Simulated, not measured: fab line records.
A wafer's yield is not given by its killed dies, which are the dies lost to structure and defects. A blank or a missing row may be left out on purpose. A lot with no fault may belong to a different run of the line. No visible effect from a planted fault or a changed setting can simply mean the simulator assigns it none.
fab line records | flow nand-harc
[record] lots = 13 | wafers = 38 | last-day = 34
route steps=1302 shown A_CHANNEL_HOLE_D2@597 A_CHANNEL_FILL_D2@628 END@1302
lots untouched by any fault: they come from a run of this same line in which no faults occurred
start-h: the number of hours between the record's first day and the start of the first shown wafer of the lot | wait-h: hours elapsed since this lot's preceding step | " unchanged from the row above | L1.1+2: one row covering several wafers at once | - either no value or no given start | * or withheld: withheld | < > ~ a bound
route shown NAME@n: NAME is a module with steps in the file, n the number in the route of the first one | usual: mean/standard deviation of fault-free wafers | same: alike in all rows | chamber/n: place in a boat | sites: each site's reading | _std_site: how widely they spread, as a standard deviation | _edge_site: mean of outer sites minus mean of inner sites | radius-mm: for every site, how far away it sits from the centre of the wafer | mask NAME#n: copy n | behind: the tool/chamber that last shaped the wafer | hold: reason for holding the lot/hours on hold/outcome of the hold | device: which transistor (n, p or np) failed to switch | end of line: the route-end tests of the same wafers | a step with no rows: only its recipe | killed: at the first sort, the dies lost to defects and structure; wafer yield is something else | map: per-die view of a wafer (x killed, . not killed, _ where there is no die)
set.NAME: setting as actually run; set.NAME@STEP: the setting as run at that earlier step | model.NAME: the simulator's own value behind a step, which no gauge read
a sample of lots followed through the steps of the route, with each step as a table and each wafer as a row
services: when a tool's chamber went out of use (start-h, in hours from the record's first day, below 0 if earlier), for how many hours, and the reason
[[steps]]
[step NHARC_A_CHANNEL_HOLE_D2_ETCH_25]
[recipe] bias-v = 5000 | source-w = withheld | pressure-mtorr = 20 | time-s = 1040.2 | ar-flow-sccm = 375 | c4f8-flow-sccm = 93.8 | o2-flow-sccm = 31.2 | temp-c = -20 | target-depth-a = 15000 | chemistry = C4F8/O2/Ar
[usual] drypump-motor-current-A = 6.2/0.44 | he-backside-leak-sccm = 6.2/1.1 | showerhead-plenum-p-Torr = 3.62/0.15 | throttle-valve-pct = 32.236/0.0088
[same] time-s = 1040.2
lot.wafer | tool        | chamber | start-h | wait-h | drypump-motor-current-A | he-backside-leak-sccm | rf-hours-counter-h | showerhead-plenum-p-Torr | throttle-valve-pct
L674.1    | har-etch-02 | 0       | 312.06  | 1.3    | 6.8                     | 7.7                   | 364                | 3.46                     | 32.250
L674.4    | "           | 0       | "       | "      | 6.8                     | 7.4                   | -                  | 3.46                     | 32.223
L674.6    | "           | 0       | "       | "      | 6.8                     | 7.5                   | -                  | 3.46                     | 32.234
L675.1    | har-etch-02 | 1       | 325.46  | 0.7    | 5.9                     | 7.7                   | 354                | 3.66                     | 32.236
L675.3    | "           | 0       | "       | "      | 6.8                     | 7.8                   | -                  | 3.46                     | 32.255
L675.5    | "           | 1       | "       | "      | 6.0                     | 8.0                   | -                  | 3.66                     | 32.227
L677.1    | har-etch-01 | 0       | 347.60  | 0.7    | 6.1                     | 6.6                   | 190                | 3.51                     | 32.244
L677.4    | "           | 0       | "       | "      | 6.1                     | 6.5                   | -                  | 3.51                     | 32.220
L677.5    | "           | 1       | "       | "      | 5.7                     | 6.3                   | -                  | 3.67                     | 32.232
L679.2    | har-etch-01 | 1       | 390.22  | 0.7    | 5.7                     | 6.7                   | 212                | 3.66                     | 32.239
L679.6    | "           | 0       | "       | "      | 6.1                     | 6.4                   | -                  | 3.50                     | 32.229
L679.5    | "           | 1       | "       | "      | 5.7                     | 6.4                   | -                  | 3.66                     | 32.241
L682.1    | har-etch-02 | 1       | 403.02  | 0.7    | 5.9                     | 4.8                   | 7                  | 3.64                     | 32.237
L682.3    | "           | 1       | "       | "      | 5.9                     | 4.5                   | -                  | 3.64                     | 32.250
L682.6    | "           | 1       | "       | "      | 5.9                     | 4.8                   | -                  | 3.64                     | 32.215
L683.2    | har-etch-02 | 1       | 422.76  | 0.6    | 5.9                     | 4.8                   | 26                 | 3.63                     | 32.227
L683.1    | "           | 0       | "       | "      | 6.7                     | 4.7                   | 26                 | 3.91                     | 32.239
L683.5    | "           | 1       | "       | "      | 5.9                     | 4.6                   | -                  | 3.63                     | 32.247
L684.2    | har-etch-01 | 0       | 423.65  | 0.7    | 6.1                     | 6.7                   | 235                | 3.49                     | 32.243
L684.4    | "           | 0       | "       | "      | 6.1                     | 6.9                   | -                  | 3.49                     | 32.227
L684.6    | "           | 1       | "       | "      | 5.7                     | 6.8                   | -                  | 3.65                     | 32.238
L686.4    | har-etch-01 | 0       | 442.76  | 0.7    | 6.1                     | 6.8                   | -                  | 3.48                     | 32.225
L686.5    | "           | 1       | "       | "      | 5.7                     | 6.3                   | -                  | 3.64                     | 32.230
L688.2    | har-etch-01 | 1       | 466.83  | 0.7    | 5.7                     | 6.8                   | 259                | 3.63                     | 32.229
L688.3    | "           | 0       | "       | "      | 6.1                     | 6.5                   | -                  | 3.47                     | 32.229
L688.4    | "           | 1       | "       | "      | 5.7                     | 6.7                   | -                  | 3.63                     | 32.233
L689.2    | har-etch-02 | 0       | 473.38  | 0.7    | 6.8                     | 4.7                   | 56                 | 3.90                     | 32.232
L689.4    | "           | 0       | "       | "      | 6.8                     | 4.8                   | -                  | 3.90                     | 32.237
L689.5    | "           | 0       | "       | "      | 6.8                     | 4.8                   | -                  | 3.90                     | 32.223
L691.1    | har-etch-02 | 1       | 512.76  | 0.6    | 5.9                     | 4.7                   | 75                 | 3.61                     | 32.236
L691.4    | "           | 1       | "       | "      | 5.9                     | 4.8                   | -                  | 3.61                     | 32.248
L691.6    | "           | 1       | "       | "      | 5.9                     | 4.8                   | -                  | 3.61                     | 32.230
L692.1    | har-etch-01 | 1       | 516.37  | 0.7    | 5.7                     | 6.9                   | 285                | 3.62                     | 32.252
L692.2    | "           | 0       | "       | "      | 6.1                     | 7.0                   | 285                | 3.46                     | 32.242
L692.4    | "           | 1       | "       | "      | 5.7                     | 7.2                   | -                  | 3.62                     | 32.239
L695.1    | har-etch-01 | 0       | 532.84  | 0.6    | 6.1                     | 6.9                   | 293                | 3.46                     | 32.229
L695.4    | "           | 0       | "       | "      | 6.1                     | 7.0                   | -                  | 3.46                     | 32.226
L695.5    | "           | 0       | "       | "      | 6.1                     | 7.0                   | -                  | 3.46                     | 32.239
[step NHARC_A_CHANNEL_HOLE_D2_CD_MEAS_31]
[usual] cd-nm = 90.3/0.9
lot.wafer | tool      | chamber | start-h | wait-h | cd-nm
L674.1    | cd-sem-01 | -       | 315.95  | -      | 89.5
L674.4    | "         | -       | "       | "      | 90.9
L674.6    | "         | -       | "       | "      | 89.5
L675.1    | cd-sem-03 | -       | 328.08  | -      | 89.4
L675.3    | "         | -       | "       | "      | 89.6
L675.5    | "         | -       | "       | "      | 90.8
L677.1    | cd-sem-02 | -       | 350.06  | -      | 90.4
L677.4    | "         | -       | "       | "      | 90.5
L677.5    | "         | -       | "       | "      | 90.6
L679.2    | cd-sem-02 | -       | 392.82  | -      | 91.0
L679.5    | "         | -       | "       | "      | 92.6
L679.6    | "         | -       | "       | "      | 91.6
L682.1    | cd-sem-02 | -       | 405.67  | -      | 90.3
L682.3    | "         | -       | "       | "      | 89.4
L682.6    | "         | -       | "       | "      | 91.5
L683.1    | cd-sem-02 | -       | 425.40  | -      | 91.3
L683.2    | "         | -       | "       | "      | 90.6
L683.5    | "         | -       | "       | "      | 91.0
L684.2    | cd-sem-01 | -       | 426.12  | -      | 89.8
L684.4    | "         | -       | "       | "      | 91.5
L684.6    | "         | -       | "       | "      | 90.2
L686.4    | cd-sem-01 | -       | 445.09  | -      | 91.6
L686.5    | "         | -       | "       | "      | 91.7
L688.2    | cd-sem-02 | -       | 469.31  | -      | 89.7
L688.3    | "         | -       | "       | "      | 90.0
L688.4    | "         | -       | "       | "      | 89.5
L689.2    | cd-sem-01 | -       | 475.86  | -      | 90.5
L689.4    | "         | -       | "       | "      | 89.0
L689.5    | "         | -       | "       | "      | 90.1
L691.1    | cd-sem-02 | -       | 515.53  | -      | 90.8
L691.4    | "         | -       | "       | "      | 91.4
L691.6    | "         | -       | "       | "      | 90.6
L692.1    | cd-sem-03 | -       | 518.99  | -      | 90.4
L692.2    | "         | -       | "       | "      | 91.7
L692.4    | "         | -       | "       | "      | 88.3
L695.1    | cd-sem-01 | -       | 535.45  | -      | 91.0
L695.4    | "         | -       | "       | "      | 91.1
L695.5    | "         | -       | "       | "      | 90.1
[step NHARC_A_CHANNEL_FILL_D2_ETCHBACK_08]
[recipe] target-depth-a = 2200 | time-s = 110 | c4f8-flow-sccm = 20 | ar-flow-sccm = withheld | rf-w = 600 | bias-w = 300 | chemistry = C4F8
[usual] oes-product-au = 0.97/0.034 | rf-vpp-V = 439.6/2.2
[same] time-s = 110
lot.wafer | tool        | chamber | start-h | wait-h | oes-product-au | rf-hours-counter-h | rf-vpp-V
L674.1    | rie-diel-06 | 1       | -       | -      | 1.00           | 2                  | 441.9
L674.4    | "           | 2       | "       | "      | 0.99           | 2                  | 437.8
L674.6    | "           | 0       | "       | "      | 1.00           | -                  | 436.3
L675.1    | rie-diel-10 | 0       | -       | -      | 1.00           | 4                  | 440.9
L675.3    | "           | 1       | "       | "      | 1.01           | 3                  | 441.6
L675.5    | "           | 3       | "       | "      | 1.00           | -                  | 443.6
L677.4    | rie-diel-10 | 2       | -       | -      | 1.00           | 5                  | 438.7
L677.1    | "           | 3       | "       | "      | 1.00           | 5                  | 442.0
L677.5    | "           | 3       | "       | "      | 1.00           | -                  | 441.0
L679.2    | rie-diel-06 | 1       | -       | -      | 0.92           | 4                  | 438.0
L679.5    | "           | 1       | "       | "      | 0.93           | -                  | 436.8
L679.6    | "           | 2       | "       | "      | 0.94           | -                  | 436.1
L682.1    | rie-diel-09 | 0       | -       | -      | 1.00           | 17                 | 438.3
L682.3    | "           | 2       | "       | "      | 0.99           | 18                 | 438.4
L682.6    | "           | 2       | "       | "      | 0.99           | -                  | 436.5
L683.1    | rie-diel-09 | 3       | -       | -      | 1.01           | 21                 | 443.8
L683.2    | "           | 0       | "       | "      | 1.00           | 21                 | 437.2
L683.5    | "           | 2       | "       | "      | 1.00           | -                  | 438.2
L684.2    | rie-diel-10 | 2       | -       | -      | 0.92           | 1                  | 439.3
L684.4    | "           | 3       | "       | "      | 0.93           | 1                  | 442.6
L684.6    | "           | 0       | "       | "      | 0.92           | -                  | 439.3
L686.4    | rie-diel-09 | 2       | -       | -      | 1.00           | 23                 | 436.3
L686.5    | "           | 2       | "       | "      | 1.00           | -                  | 438.0
L688.3    | rie-diel-10 | 2       | -       | -      | 0.98           | 2                  | 437.8
L688.2    | "           | 0       | "       | "      | 0.98           | 2                  | 440.8
L688.4    | "           | 0       | "       | "      | 0.98           | -                  | 439.9
L689.2    | rie-diel-06 | 0       | -       | -      | 0.92           | 1                  | 436.9
L689.4    | "           | 1       | "       | "      | 0.92           | 1                  | 439.4
L689.5    | "           | 0       | "       | "      | 0.92           | -                  | 438.5
L692.1    | rie-diel-10 | 0       | -       | -      | 0.91           | 3                  | 440.4
L692.4    | "           | 2       | "       | "      | 0.91           | 4                  | 439.4
L692.2    | "           | 3       | "       | "      | 0.91           | 4                  | 443.6
L691.4    | rie-diel-06 | 0       | -       | -      | 0.92           | 3                  | 438.2
L691.1    | "           | 2       | "       | "      | 0.93           | 2                  | 437.2
L691.6    | "           | 0       | "       | "      | 0.92           | -                  | 438.5
L695.4    | rie-diel-06 | 0       | -       | -      | 0.99           | 3                  | 438.3
L695.1    | "           | 3       | "       | "      | 1.01           | 3                  | 443.1
L695.5    | "           | 0       | "       | "      | 0.99           | -                  | 439.6
[step NHARC_A_CHANNEL_FILL_D2_RTA_24]
[recipe] temp-c = 1000 | time-s = 5
[usual] lamp-power-pct = 30.03/0.16 | lamp_zone_1_pct = 30.03/0.16 | lamp_zone_4_pct = 30.03/0.16 | lamp_zone_5_pct = 30.03/0.16 | wafer_temp_C_max = 1003.5/0.7
[same] time-s = 5
lot.wafer | tool          | chamber | start-h | wait-h | lamp-power-pct | lamp_zone_1_pct | lamp_zone_4_pct | lamp_zone_5_pct | wafer_temp_C_max
L674.1    | rtp-anneal-01 | 0       | 369.38  | 0.0    | 29.86          | 29.83           | 29.92           | 29.91           | 1004.7
L674.4    | "             | 0       | "       | "      | 29.91          | 29.90           | 29.84           | 29.88           | 1003.9
L674.6    | "             | 0       | "       | "      | 29.87          | 29.83           | 29.87           | 29.82           | 1003.2
L675.1    | rtp-anneal-02 | 0       | 378.14  | 0.5    | 30.23          | 30.15           | 30.24           | 30.24           | 1002.9
L675.3    | "             | 0       | "       | "      | 30.21          | 30.24           | 30.15           | 30.23           | 1003.9
L675.5    | "             | 0       | "       | "      | 30.22          | 30.18           | 30.15           | 30.22           | 1002.9
L677.1    | rtp-anneal-01 | 0       | 399.04  | 0.0    | 29.89          | 29.92           | 29.88           | 29.96           | 1003.6
L677.4    | "             | 0       | "       | "      | 29.94          | 29.95           | 29.94           | 29.90           | 1003.5
L677.5    | "             | 0       | "       | "      | 29.96          | 29.90           | 29.95           | 29.92           | 1002.6
L679.2    | rtp-anneal-02 | 0       | 447.34  | 0.1    | 30.24          | 30.24           | 30.22           | 30.28           | 1003.9
L679.5    | "             | 0       | "       | "      | 30.27          | 30.30           | 30.23           | 30.26           | 1004.5
L679.6    | "             | 0       | "       | "      | 30.30          | 30.20           | 30.31           | 30.19           | 1004.8
L682.1    | rtp-anneal-02 | 0       | 456.03  | 0.1    | 30.27          | 30.26           | 30.24           | 30.19           | 1003.7
L682.3    | "             | 0       | "       | "      | 30.27          | 30.27           | 30.28           | 30.30           | 1003.7
L682.6    | "             | 0       | "       | "      | 30.22          | 30.28           | 30.25           | 30.29           | 1004.3
L684.2    | rtp-anneal-01 | 0       | 478.39  | 0.1    | 29.91          | 29.86           | 29.88           | 29.90           | 1003.6
L684.4    | "             | 0       | "       | "      | 29.90          | 29.91           | 29.89           | 29.88           | 1003.1
L684.6    | "             | 0       | "       | "      | 29.91          | 29.87           | 29.84           | 29.93           | 1002.9
L684.2    | rtp-anneal-01 | 0       | 478.76  | 0.3    | 29.91          | 29.88           | 29.85           | 29.89           | 1003.4
L684.4    | "             | 0       | "       | "      | 29.94          | 29.86           | 29.92           | 29.88           | 1002.4
L684.6    | "             | 0       | "       | "      | 29.89          | 29.93           | 29.92           | 29.91           | 1003.7
L683.1    | rtp-anneal-01 | 0       | 478.53  | 0.2    | 29.90          | 29.89           | 29.91           | 29.90           | 1002.5
L683.2    | "             | 0       | "       | "      | 29.91          | 29.90           | 29.84           | 29.91           | 1003.3
L683.5    | "             | 0       | "       | "      | 29.91          | 29.89           | 29.87           | 29.88           | 1002.8
L686.4    | rtp-anneal-01 | 0       | 497.05  | 0.1    | 29.92          | 29.88           | 29.91           | 29.90           | 1003.3
L686.5    | "             | 0       | "       | "      | 29.91          | 29.96           | 29.94           | 29.95           | 1003.4
L686.4    | rtp-anneal-01 | 0       | 497.42  | 0.3    | 29.96          | 29.95           | 29.91           | 29.96           | 1004.0
L686.5    | "             | 0       | "       | "      | 29.94          | 29.89           | 29.92           | 29.97           | 1003.0
L688.2    | rtp-anneal-02 | 0       | 518.36  | 0.1    | 30.27          | 30.29           | 30.26           | 30.26           | 1003.8
L688.3    | "             | 0       | "       | "      | 30.33          | 30.25           | 30.25           | 30.25           | 1004.6
L688.4    | "             | 0       | "       | "      | 30.27          | 30.27           | 30.31           | 30.18           | 1003.4
L688.2    | rtp-anneal-02 | 0       | 518.73  | 0.3    | 30.24          | 30.24           | 30.27           | 30.31           | 1002.9
L688.3    | "             | 0       | "       | "      | 30.30          | 30.27           | 30.29           | 30.26           | 1004.2
L688.4    | "             | 0       | "       | "      | 30.24          | 30.26           | 30.23           | 30.26           | 1002.7
L689.2    | rtp-anneal-01 | 0       | 529.16  | 0.1    | 29.91          | 29.92           | 29.94           | 29.92           | 1003.5
L689.4    | "             | 0       | "       | "      | 29.93          | 29.95           | 29.91           | 29.97           | 1003.2
L689.5    | "             | 0       | "       | "      | 29.95          | 29.94           | 29.96           | 29.96           | 1003.5
L692.1    | rtp-anneal-01 | 0       | 564.66  | 0.0    | 29.94          | 29.93           | 29.90           | 29.92           | 1003.9
L692.2    | "             | 0       | "       | "      | 29.95          | 29.94           | 29.90           | 29.97           | 1003.6
L692.4    | "             | 0       | "       | "      | 29.99          | 29.94           | 29.92           | 29.93           | 1003.7
L691.1    | rtp-anneal-01 | 0       | 568.15  | 0.0    | 29.94          | 29.89           | 29.92           | 29.96           | 1003.8
L691.4    | "             | 0       | "       | "      | 29.96          | 29.94           | 30.00           | 29.95           | 1003.6
L691.6    | "             | 0       | "       | "      | 29.98          | 29.93           | 29.92           | 29.89           | 1004.5
L695.1    | rtp-anneal-02 | 0       | 585.88  | 0.0    | 30.25          | 30.26           | 30.25           | 30.24           | 1004.4
L695.4    | "             | 0       | "       | "      | 30.30          | 30.27           | 30.27           | 30.29           | 1003.2
L695.5    | "             | 0       | "       | "      | 30.27          | 30.26           | 30.30           | 30.23           | 1003.3
[step NHARC_END_SORT_01]
[recipe] temp-c = 25
[usual] killed-at-array = 53/21 | killed-at-other = 1.0/1.3 | killed-at-periphery = 3.8/2.4 | killed-dies = 58/21 | killed-open = 3.4/1.9 | killed-short = 2.4/1.5
[same] gross-dies = 677
lot.wafer | tool      | chamber | start-h | wait-h | killed-at-array | killed-at-other | killed-at-periphery | killed-dies | killed-open | killed-short
L688.2    | prober-02 | 0       | 786.82  | 2.8    | 73              | 1               | 4                   | 78          | 3           | 5
L688.3    | prober-02 | 0       | 787.63  | 3.1    | 106             | 0               | 4                   | 110         | 4           | 2
L688.4    | prober-02 | 0       | 788.44  | 3.4    | 72              | 0               | 4                   | 76          | 4           | 0
// killed by level:class
L688.2 A_SLIT:chamber-film-flake=21 A_CHANNEL_HOLE_D2:chamber-film-flake=17 A_CHANNEL_HOLE_D1:chamber-film-flake=13 A_CONTACT:chamber-film-flake=8 A_CHANNEL_FILL_D2:chamber-film-flake=5 A_WL_FILL:geometric-particle:short=2 P_ZERO_WELL:chamber-film-flake=2 A_WL_FILL:chamber-film-flake=2
L688.3 A_CHANNEL_HOLE_D1:chamber-film-flake=40 A_SLIT:chamber-film-flake=18 A_CONTACT:chamber-film-flake=16 A_CHANNEL_HOLE_D2:chamber-film-flake=15 A_CHANNEL_FILL_D2:chamber-film-flake=5 A_STAIRCASE:chamber-film-flake=5 P_STI:chamber-film-flake=2 A_CHANNEL_FILL_D1:chamber-film-flake=2
L688.4 A_SLIT:chamber-film-flake=20 A_CHANNEL_HOLE_D1:chamber-film-flake=16 A_CHANNEL_HOLE_D2:chamber-film-flake=15 A_CONTACT:chamber-film-flake=9 A_CHANNEL_FILL_D1:chamber-film-flake=3 A_CHANNEL_FILL_D2:chamber-film-flake=3 P_M2:geometric-particle:open=1 A_ONON_D1:geometric-particle:open=1
[[services]]
tool          | chamber | start-h | hours | kind
har-etch-02   | 1       | 290.30  | -     | consumable-replace:focus-ring
har-etch-02   | 1       | 290.30  | 17.0  | scheduled-down
har-etch-02   | 1       | 290.30  | 17.0  | vent-cycle
rie-diel-06   | -       | 307.20  | 9.0   | pm
rie-diel-09   | -       | 320.10  | 9.0   | pm
har-etch-02   | 1       | 326.58  | -     | consumable-replace:esc
har-etch-02   | 1       | 326.58  | 17.0  | scheduled-down
har-etch-02   | 1       | 326.58  | 17.0  | vent-cycle
rie-diel-10   | 0       | 344.38  | 7.0   | repair
rtp-anneal-01 | -       | 372.01  | 12.0  | pm
har-etch-02   | -       | 378.82  | 17.0  | pm
har-etch-02   | 0       | 378.82  | 17.0  | vent-cycle
har-etch-02   | 1       | 378.82  | 17.0  | vent-cycle
har-etch-02   | 0       | 395.82  | -     | clean
har-etch-02   | 0       | 395.82  | -     | consumable-replace:esc
rie-diel-09   | -       | 419.26  | 1.2   | repair
rie-diel-10   | -       | 419.50  | 9.0   | pm
rie-diel-06   | 3       | 427.29  | 5.4   | repair
rie-diel-09   | 3       | 449.29  | 1.9   | repair
rie-diel-06   | 1       | 474.52  | 13.1  | repair
rie-diel-06   | -       | 484.20  | 9.0   | pm
rie-diel-09   | -       | 497.10  | 9.0   | pm
rie-diel-10   | 3       | 509.78  | 9.9   | repair
har-etch-02   | -       | 574.08  | 4.1   | repair
[[key]]
[first-sign] step = NHARC_A_CHANNEL_FILL_D2_RTA_24 | reading = visit | direction = added
effect none on later readings
met-at NHARC_A_CHANNEL_FILL_D2_RTA_24
struck-lots L684,L686,L688
rows-end L684.2,L684.4,L684.6,L686.4,L686.5
tester-left-out L688
not-acting-at NHARC_A_CHANNEL_HOLE_D2_ETCH_25,NHARC_A_CHANNEL_HOLE_D2_CD_MEAS_31,NHARC_A_CHANNEL_FILL_D2_ETCHBACK_08
[fault] kind = repeated-step-whole | tool = rtp-anneal-01,rtp-anneal-02 | chamber = - | onset-h = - | steps = NHARC_A_CHANNEL_FILL_D2_RTA_24 | times = 1 | scope = struck-lots-only
// tester-left-out: of these lots the tester's yield and bins aren't shown, on N5 and GAA mostly nor the transistor test; their killed dies are dies lost to structure and defects alone, not to doping, threshold or leakage, so they don't give the yield
// rows-end: these wafers met a further fault down the route, and their rows from its step on are left out
